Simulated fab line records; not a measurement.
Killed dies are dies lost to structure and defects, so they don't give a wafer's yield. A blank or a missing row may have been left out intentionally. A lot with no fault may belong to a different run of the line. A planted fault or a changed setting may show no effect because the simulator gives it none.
Matching of chambers -- flow nand_harc -- rie_diel-01 running NHARC_A_CONTACT_DESCUM_13: 4 sister chambers
The step chemistry O2, time 3 s. 24 wafers are shown with their chamber, then 12 later ones without.

== WAFERS PAIRED WITH THEIR CHAMBERS ==
wafer,chamber,showerhead_plenum_p_Torr (Torr),drypump_motor_current_A (A),oes_product_au (a.u.)
L074.3,0,1.89,5.6,0.997
L074.4,3,1.85,6.2,0.990
L074.5,0,1.89,5.7,0.991
L077.1,0,1.89,5.6,1.015
L077.2,3,1.85,6.2,1.004
L077.5,0,1.89,5.6,1.020
L075.3,3,1.85,6.2,0.991
L075.4,2,1.85,5.1,1.021
L075.5,1,2.00,5.4,1.000
L076.1,3,1.85,6.2,0.996
L076.3,1,1.99,5.4,0.993
L076.4,2,1.85,5.1,1.010
L078.1,0,1.89,5.7,1.004
L078.2,2,1.85,5.1,1.016
L078.4,3,1.85,6.2,1.001
L080.2,3,1.85,6.2,0.997
L080.3,2,1.85,5.1,1.005
L080.5,0,1.89,5.7,1.008
L087.2,3,1.85,6.2,0.994
L087.4,2,1.85,5.1,1.006
L087.6,3,1.85,6.2,0.995
L085.2,3,1.85,6.2,0.980
L085.4,0,1.89,5.7,1.004
L085.6,0,1.89,5.7,0.996

SIGNATURES (averages over the wafers above)
reading,chamber 0,chamber 1,chamber 2,chamber 3,scatter within a chamber
showerhead_plenum_p_Torr,1.8900,1.9950,1.8500,1.8500,0.00158
drypump_motor_current_A,5.662,5.400,5.100,6.200,0.0306
oes_product_au,1.00438,0.99650,1.01160,0.99422,0.00796
Rule: for each reading, subtract the chamber's mean from the wafer's reading, divide by that reading's scatter and square the result; add these up over the readings and take the root, which gives the wafer's distance from the chamber. The wafer belongs to the nearest chamber; if the next one is less than 2 further off, it can't be placed. How the scatter is found: for the shown wafers, subtract from each reading the mean of its chamber, square and add these, divide the total by (wafers less chambers), then take the root.

== WAFERS MISSING THEIR CHAMBER ==
wafer,showerhead_plenum_p_Torr (Torr),drypump_motor_current_A (A),oes_product_au (a.u.)
L086.2,1.99,5.4,0.987
L086.3,1.85,5.1,1.008
L086.6,1.84,5.1,1.005
L093.1,1.84,5.1,1.014
L093.2,1.85,6.2,0.997
L093.5,1.84,5.1,1.017
L096.2,1.99,5.4,1.007
L096.3,1.84,5.1,1.028
L096.6,1.88,5.6,1.010
L097.2,1.84,5.1,1.010
L097.4,1.99,5.4,1.005
L097.6,1.99,5.4,1.003

== EACH ONE'S CHAMBER ==
wafer,from the rows above,in truth
L086.2,1,1
L086.3,2,2
L086.6,2,2
L093.1,2,2
L093.2,3,3
L093.5,2,2
L096.2,1,1
L096.3,2,2
L096.6,0,0
L097.2,2,2
L097.4,1,1
L097.6,1,1
Placed correctly: 12 of 12. Number that these rows cannot place: 0. 0 placed wrongly.
